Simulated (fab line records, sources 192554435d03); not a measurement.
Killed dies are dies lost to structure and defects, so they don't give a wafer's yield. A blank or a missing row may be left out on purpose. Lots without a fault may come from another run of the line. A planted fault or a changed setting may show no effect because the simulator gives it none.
Which tool did it? | flow n5_finfet | 12 lots, 36 wafers sampled, at 2 steps of a route of 1938

WHAT THE GAUGES READ, wafer by wafer
N5_BEOL_M13_RS_MEAS_54: measures by four-point-probe.
lot  | measured     | on            | M13_RS (ohm/sq)
L075 | day 11 07:33 | film_metro-02 | 0.0456 0.0438 0.0449
L078 | day 11 09:45 | film_metro-01 | 0.0440 0.0444 0.0443
L079 | day 12 02:02 | film_metro-01 | 0.0447 0.0449 0.0444
L082 | day 12 12:58 | film_metro-01 | 0.0453 0.0449 0.0443
L083 | day 12 22:48 | film_metro-01 | 0.0447 0.0465 0.0459
L084 | day 13 17:53 | film_metro-02 | 0.0457 0.0454 0.0442
L086 | day 14 11:22 | film_metro-01 | 0.0441 0.0448 0.0456
L090 | day 14 12:53 | film_metro-02 | 0.0459 0.0448 0.0449
L091 | day 15 05:06 | film_metro-01 | 0.0453 0.0444 0.0441
L094 | day 15 16:35 | film_metro-02 | 0.0444 0.0451 0.0452
L095 | day 16 02:19 | film_metro-02 | 0.0443 0.0456 0.0454
L097 | day 16 23:02 | film_metro-01 | 0.0441 0.0458 0.0445

WHICH TOOL RAN EACH LOT (tool, then ch and the chambers of the sampled wafers, then the start)
lot  | N5_BEOL_M13_ETCH_67
L075 | rie_diel-02 ch 0,1,3, day 11 05:02
L078 | rie_diel-03 ch 0,3, day 11 06:07
L079 | rie_diel-02 ch 0,2, day 11 21:26
L082 | rie_diel-03 ch 0,1, day 12 10:07
L083 | rie_diel-03 ch 1,2,3, day 12 20:08
L084 | rie_diel-06 ch 0,2,3, day 13 13:30
L086 | rie_diel-06 ch 0,2,3, day 14 03:53
L090 | rie_diel-03 ch 0,1,3, day 14 05:04
L091 | rie_diel-03 ch 0,2,3, day 15 02:59
L094 | rie_diel-06 ch 1,2,3, day 15 10:06
L095 | rie_diel-03 ch 0,1,2, day 15 20:05
L097 | rie_diel-03 ch 2,3, day 16 20:19
- N5_BEOL_M13_ETCH_67: etches SiARC in CF4, target depth 143 nm, time 238.3 s.

THE ANSWER, worked out from the rows above alone
Rule: what is usual is taken from the lots themselves. Put in order of their means at a reading, lots are off if they are a third of the lots or fewer, leave a main group of 4 or more, and stand apart from it by a gap of 3 or more times the standard deviation of the main group's means; of several such gaps the widest counts. A main group whose means are all the same, to the digits that the tables above print for the reading, isn't used. A lot without any number at a reading at which 4 lots or more have one is off too. The other lots that the step has rows for count as sound.
No lot is off at any reading shown: from this, nothing can be told.

WHAT THE SIMULATOR HAD PUT IN
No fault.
